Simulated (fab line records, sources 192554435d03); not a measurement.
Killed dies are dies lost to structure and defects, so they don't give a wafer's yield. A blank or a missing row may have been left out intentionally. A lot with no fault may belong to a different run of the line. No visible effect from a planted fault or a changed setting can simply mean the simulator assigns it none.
Chamber matching | flow n5Finfet | N5_MOL_CONTACT_COAG_ETCH_105 on rieDiel-05: 4 sister chambers
The step etches SiARC in CF4, target depth 15.6 nm, time 26 s. 14 wafers are shown with their chamber, then 7 later ones without.

== WAFERS WITH THEIR CHAMBER ==
wafer  | chamber | showerheadPlenumPTorr (Torr) | throttleValvePct (%) | oesProductAu (a.u.)
L082.4 | 0       | 2.10                         | 15.27                | 0.76
L082.5 | 1       | 2.12                         | 15.78                | 0.60
L082.6 | 0       | 2.10                         | 15.25                | 0.76
L083.4 | 0       | 2.10                         | 15.27                | 0.76
L083.5 | 2       | 2.19                         | 15.47                | 0.57
L083.6 | 3       | 2.20                         | 15.96                | 0.61
L088.2 | 3       | 2.20                         | 15.95                | 0.61
L088.4 | 0       | 2.10                         | 15.26                | 0.76
L088.5 | 0       | 2.10                         | 15.27                | 0.76
L090.1 | 0       | 2.10                         | 15.29                | 0.75
L090.3 | 2       | 2.18                         | 15.52                | 0.56
L090.5 | 0       | 2.10                         | 15.29                | 0.74
L091.3 | 3       | 2.20                         | 15.97                | 0.60
L091.5 | 0       | 2.10                         | 15.29                | 0.75

SIGNATURES (averages over the wafers above)
reading               | chamber 0 | chamber 1 | chamber 2 | chamber 3 | scatter within a chamber
showerheadPlenumPTorr | 2.1000    | 2.1200    | 2.1850    | 2.2000    | 0.00224
throttleValvePct      | 15.2737   | 15.7800   | 15.4950   | 15.9600   | 0.0174
oesProductAu          | 0.7550    | 0.6000    | 0.5650    | 0.6067    | 0.00719
Rule: a wafer lies at a distance from a chamber equal to the root of the sum of squares, over the readings, of (its reading less the chamber's mean, divided by the reading's scatter). If the next closest chamber is less than 2 further off than the closest, the wafer can't be placed; otherwise it belongs to the closest. How the scatter is found: for the shown wafers, subtract from each reading the mean of its chamber, square and add these, divide the total by (wafers less chambers), then take the root.

== WAFERS WHOSE CHAMBER IS MISSING ==
wafer  | showerheadPlenumPTorr (Torr) | throttleValvePct (%) | oesProductAu (a.u.)
L091.6 | 2.11                         | 15.82                | 0.60
L094.1 | 2.20                         | 16.00                | 0.60
L094.5 | 2.11                         | 15.84                | 0.60
L094.6 | 2.10                         | 15.30                | 0.73
L096.1 | 2.20                         | 15.99                | 0.60
L096.2 | 2.18                         | 15.05                | 0.84
L096.5 | 2.10                         | 15.29                | 0.73

== THE CHAMBER EACH PASSED THROUGH ==
wafer  | from the rows above | in truth
L091.6 | 1                   | 1
L094.1 | 3                   | 3
L094.5 | 1                   | 1
L094.6 | 0                   | 0
L096.1 | 3                   | 3
L096.2 | 0                   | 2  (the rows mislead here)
L096.5 | 0                   | 0
Correct placement for 6 of the 7. Not placeable from these rows: 0. Number placed wrongly: 1.
